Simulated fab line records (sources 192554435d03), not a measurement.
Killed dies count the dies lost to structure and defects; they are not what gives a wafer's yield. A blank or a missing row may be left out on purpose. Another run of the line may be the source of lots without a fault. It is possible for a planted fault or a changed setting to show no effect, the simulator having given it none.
Chamber matching / flow n5_finfet / N5_BEOL_M13_DESCUM_33 on rie_diel-04 has 4 sister chambers
The step chemistry O2, time 7.9 s. 14 wafers are shown with their chamber, then 7 later ones without.

EACH WAFER AND ITS CHAMBER
wafer=L076.1; chamber=1; showerhead_plenum_p_Torr (Torr)=2.21; drypump_motor_current_A (A)=5.9; throttle_valve_pct (%)=20.50
wafer=L076.2; chamber=0; showerhead_plenum_p_Torr (Torr)=2.08; drypump_motor_current_A (A)=5.1; throttle_valve_pct (%)=20.35
wafer=L076.5; chamber=2; showerhead_plenum_p_Torr (Torr)=2.22; drypump_motor_current_A (A)=5.6; throttle_valve_pct (%)=20.06
wafer=L074.2; chamber=1; showerhead_plenum_p_Torr (Torr)=2.21; drypump_motor_current_A (A)=5.8; throttle_valve_pct (%)=20.50
wafer=L074.3; chamber=3; showerhead_plenum_p_Torr (Torr)=2.25; drypump_motor_current_A (A)=5.7; throttle_valve_pct (%)=20.39
wafer=L074.5; chamber=3; showerhead_plenum_p_Torr (Torr)=2.25; drypump_motor_current_A (A)=5.7; throttle_valve_pct (%)=20.42
wafer=L075.2; chamber=0; showerhead_plenum_p_Torr (Torr)=2.08; drypump_motor_current_A (A)=5.1; throttle_valve_pct (%)=20.36
wafer=L075.3; chamber=3; showerhead_plenum_p_Torr (Torr)=2.25; drypump_motor_current_A (A)=5.7; throttle_valve_pct (%)=20.40
wafer=L075.4; chamber=0; showerhead_plenum_p_Torr (Torr)=2.08; drypump_motor_current_A (A)=5.1; throttle_valve_pct (%)=20.35
wafer=L077.1; chamber=1; showerhead_plenum_p_Torr (Torr)=2.21; drypump_motor_current_A (A)=5.9; throttle_valve_pct (%)=20.50
wafer=L077.2; chamber=0; showerhead_plenum_p_Torr (Torr)=2.08; drypump_motor_current_A (A)=5.1; throttle_valve_pct (%)=20.35
wafer=L077.3; chamber=3; showerhead_plenum_p_Torr (Torr)=2.24; drypump_motor_current_A (A)=5.7; throttle_valve_pct (%)=20.40
wafer=L083.1; chamber=2; showerhead_plenum_p_Torr (Torr)=2.22; drypump_motor_current_A (A)=5.6; throttle_valve_pct (%)=20.09
wafer=L083.2; chamber=3; showerhead_plenum_p_Torr (Torr)=2.24; drypump_motor_current_A (A)=5.7; throttle_valve_pct (%)=20.42

SIGNATURES (averages over the wafers above)
reading=showerhead_plenum_p_Torr; chamber 0=2.0800; chamber 1=2.2100; chamber 2=2.2200; chamber 3=2.2460; scatter within a chamber=0.00346
reading=drypump_motor_current_A; chamber 0=5.100; chamber 1=5.867; chamber 2=5.600; chamber 3=5.700; scatter within a chamber=0.0258
reading=throttle_valve_pct; chamber 0=20.3525; chamber 1=20.5000; chamber 2=20.0750; chamber 3=20.4060; scatter within a chamber=0.0112
Rule: a wafer's distance from a chamber is the root of the sum, over the readings, of the square of ((its reading less the chamber's mean) divided by the reading's scatter). The wafer belongs to the nearest chamber; if the next one is less than 2 further off, it can't be placed. The scatter: take each reading less its chamber's mean, square it, sum over the shown wafers, divide by the number of wafers less the number of chambers, and take the root.

WAFERS WITH NO CHAMBER GIVEN
wafer=L083.6; showerhead_plenum_p_Torr (Torr)=2.20; drypump_motor_current_A (A)=5.8; throttle_valve_pct (%)=20.53
wafer=L087.3; showerhead_plenum_p_Torr (Torr)=2.20; drypump_motor_current_A (A)=5.9; throttle_valve_pct (%)=20.54
wafer=L087.4; showerhead_plenum_p_Torr (Torr)=2.21; drypump_motor_current_A (A)=5.6; throttle_valve_pct (%)=20.09
wafer=L087.5; showerhead_plenum_p_Torr (Torr)=2.21; drypump_motor_current_A (A)=5.6; throttle_valve_pct (%)=20.10
wafer=L094.1; showerhead_plenum_p_Torr (Torr)=2.07; drypump_motor_current_A (A)=5.1; throttle_valve_pct (%)=20.41
wafer=L094.2; showerhead_plenum_p_Torr (Torr)=2.23; drypump_motor_current_A (A)=5.7; throttle_valve_pct (%)=20.47
wafer=L094.4; showerhead_plenum_p_Torr (Torr)=2.21; drypump_motor_current_A (A)=5.6; throttle_valve_pct (%)=20.12

WHICH CHAMBER EACH WENT THROUGH
wafer=L083.6; from the rows above=1; in truth=1
wafer=L087.3; from the rows above=1; in truth=1
wafer=L087.4; from the rows above=2; in truth=2
wafer=L087.5; from the rows above=2; in truth=2
wafer=L094.1; from the rows above=0; in truth=0
wafer=L094.2; from the rows above=can't be placed: 3 or 1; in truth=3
wafer=L094.4; from the rows above=2; in truth=2
Correctly placed: 6 of 7. Can't be placed from these rows: 1 (the true chamber is among the candidates in 1). Placed wrongly: 0.
